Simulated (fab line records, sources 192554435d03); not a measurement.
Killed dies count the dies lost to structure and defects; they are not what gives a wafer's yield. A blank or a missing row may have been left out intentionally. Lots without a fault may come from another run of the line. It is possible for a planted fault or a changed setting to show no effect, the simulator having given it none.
Split-lot experiment | flow n5-finfet | 21 wafers read from 7 lots, route of 1938 steps

== ABOUT THE SPLIT ==
At N5_BEOL_M3_COAT_67 (time 60 s, resist thk 60 nm), the setting spin-rpm was moved away from the recipe's 1500 rpm on 8 of the 21 wafers read, by -7.9% to +7.4%. All remaining wafers had this setting at the recipe value.

== FROM THE SPLIT TO THE READING: what the file shows between them, 7 steps ==
- N5_BEOL_M3_COAT_68: time 60 s, resist thk 12 nm
- N5_BEOL_M3_COAT_76: time 60 s, resist thk 5 nm
- N5_BEOL_M3_ALD_98: deposits SiO2, target thk 2.5 nm, pulse time 1 s, co reactant pulse time 1 s
- N5_BEOL_M3_ETCHBACK_99: etches SiO2 in CHF3, target depth 5 nm, time 10.4 s
- N5_BEOL_M3_ETCH_70: etches SOC in N2/H2, target depth 80 nm, overetch 16 nm, time 120 s
- N5_BEOL_M3_STRIP_71: strips in N2/H2
- N5_BEOL_M3_STRIP_78: strips in N2/H2

== THE READING ==
SOC_of_BEOL_M3_COAT_67.thk-nm (the simulator's own value, which no gauge read), in nm, at N5_BEOL_M3_VIA_ETCH_34 (etches the open film in C4F6/O2, target depth 69.4 nm, time 65.9 s). The file gives no usual value for it. Across the 13 wafers here that went through the recipe, the average is 52.0 nm and the standard deviation 0.33 nm.

wafer  | tool, chamber at the split | spin-rpm as run, rpm | against the recipe | SOC_of_BEOL_M3_COAT_67.thk-nm, nm | against lot-mates on the recipe
L074.1 | litho-track-04, 0          | 1500                 | recipe             | 52.6                              | -
L074.4 | litho-track-04, 0          | 1500                 | recipe             | 51.8                              | -
L074.5 | litho-track-04, 0          | 1500                 | recipe             | 52.4                              | -
L075.3 | litho-track-04, 0          | 1381                 | -7.9%              | 54.4                              | +2.6
L075.4 | litho-track-04, 0          | 1381                 | -7.9%              | 55                                | +3.2
L075.5 | litho-track-04, 0          | 1500                 | recipe             | 51.8                              | -
L076.3 | litho-track-03, 0          | 1500                 | recipe             | 52                                | -
L076.4 | litho-track-03, 0          | 1579                 | +5.3%              | 50.4                              | -1.6
L076.6 | litho-track-03, 0          | 1579                 | +5.3%              | 50.8                              | -1.2
L078.2 | litho-track-04, 0          | 1500                 | recipe             | 52.4                              | -
L078.5 | litho-track-04, 0          | 1563                 | +4.2%              | 51.2                              | -1.2
L078.6 | litho-track-04, 0          | 1563                 | +4.2%              | 51                                | -1.4
L089.1 | litho-track-04, 0          | 1611                 | +7.4%              | 49.8                              | -1.6
L089.3 | litho-track-04, 0          | 1611                 | +7.4%              | 49.6                              | -1.8
L089.4 | litho-track-04, 0          | 1500                 | recipe             | 51.4                              | -
L091.2 | litho-track-03, 0          | 1500                 | recipe             | 52.2                              | -
L091.3 | litho-track-03, 0          | 1500                 | recipe             | 51.6                              | -
L091.4 | litho-track-03, 0          | 1500                 | recipe             | 51.8                              | -
L092.1 | litho-track-04, 0          | 1500                 | recipe             | 51.8                              | -
L092.2 | litho-track-04, 0          | 1500                 | recipe             | 52.2                              | -
L092.4 | litho-track-04, 0          | 1500                 | recipe             | 52                                | -

THE FIT
A straight line over all 21 wafers: SOC_of_BEOL_M3_COAT_67.thk-nm changes by -0.309 nm for each +1% of spin-rpm; r = -0.97; the points scatter about the line by 0.34 nm.
The same after taking each lot's own level away (the mean of its wafers on the recipe; 21 wafers): -0.303 nm for each +1%; r = -0.97; scatter 0.31 nm.
On that fit, the largest move of spin-rpm shifts the reading by 2.4 nm.
Across the lots, their own levels run from 51.40 to 52.40 nm, a range of 3.0 times the standard deviation given above.
So the lot-to-lot level changes the slope little: the two slopes agree.
Check: +2.49 nm against its lot-mates is what the line predicts for one of the wafers moved furthest among these (-7.9%) when that wafer is left out of the fit. It came out at +2.6 nm against them.

== THE WHOLE CHAIN: every reading that the file lists as answering this split, in the file's order ==
step                   | what it does                                                        | reading                                                                        | change (the file's fit)               | r (the file's)
N5_BEOL_M3_COAT_67     | time 60 s, resist thk 60 nm                                         | SOC_of_BEOL_M3_COAT_67.thk-nm (the simulator's own value, which no gauge read) | -0.308 nm for each +1% of the setting | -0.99
N5_BEOL_M3_ETCH_70     | etches SOC in N2/H2, target depth 80 nm, overetch 16 nm, time 120 s | etch.depth-nm (the simulator's own value, which no gauge read)                 | -0.304 nm for each +1% of the setting | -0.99
N5_BEOL_M3_VIA_ETCH_34 | etches the open film in C4F6/O2, target depth 69.4 nm, time 65.9 s  | SOC_of_BEOL_M3_COAT_67.thk-nm (the simulator's own value, which no gauge read) | -0.297 nm for each +1% of the setting | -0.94

== FILE'S OWN FIT ==
SOC_of_BEOL_M3_COAT_67.thk-nm changes by -0.297 nm for each +1% of spin-rpm, r = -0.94.
